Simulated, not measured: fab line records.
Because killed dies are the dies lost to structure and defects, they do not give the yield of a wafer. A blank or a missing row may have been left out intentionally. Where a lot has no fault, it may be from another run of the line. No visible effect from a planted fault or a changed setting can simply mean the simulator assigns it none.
Matching of chambers	flow n5_finfet	rie_diel-04 running N5_BEOL_M0_SAQP_ETCH_88: 4 sister chambers
The step etches underlayer in N2/H2, target depth 6.5 nm, time 5.2 s. 4 wafers are shown with their chamber, then 12 later ones without.

== WAFERS PAIRED WITH THEIR CHAMBERS ==
wafer	chamber	drypump_motor_current_A (A)
L084.4	0	6.1
L091.1	2	4.9
L091.3	3	4.9
L091.4	1	5.5

== WAFERS MISSING THEIR CHAMBER ==
wafer	drypump_motor_current_A (A)
L090.2	4.8
L090.3	5.0
L090.6	6.0
L095.1	5.5
L095.2	4.9
L095.3	4.8
L095.4	6.0
L095.5	6.0
L095.6	4.9
L097.1	4.8
L097.2	4.9
L097.5	4.9

== EACH ONE'S CHAMBER ==
wafer	from the rows above	in truth
L090.2	can't be placed: 2 or 3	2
L090.3	can't be placed: 2 or 3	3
L090.6	0	0
L095.1	1	1
L095.2	can't be placed: 2 or 3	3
L095.3	can't be placed: 2 or 3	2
L095.4	0	0
L095.5	0	0
L095.6	can't be placed: 2 or 3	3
L097.1	can't be placed: 2 or 3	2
L097.2	can't be placed: 2 or 3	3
L097.5	can't be placed: 2 or 3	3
Correct placement for 4 of the 12. From these rows, 8 cannot be placed; in 8 the true chamber is one of the candidates. Placed wrongly: 0.
How it was worked out, from the rows above alone: a wafer's distance from a chamber is the root of the sum, over the readings, of the square of ((its reading less the chamber's mean) divided by the reading's scatter). The wafer belongs to the nearest chamber; if the next one is less than 2 further off, it can't be placed. Each chamber's mean is taken over the wafers shown for it. The scatter: with one shown wafer a chamber, the root of the mean of the squares of how far each hidden wafer lies from its nearest shown one.
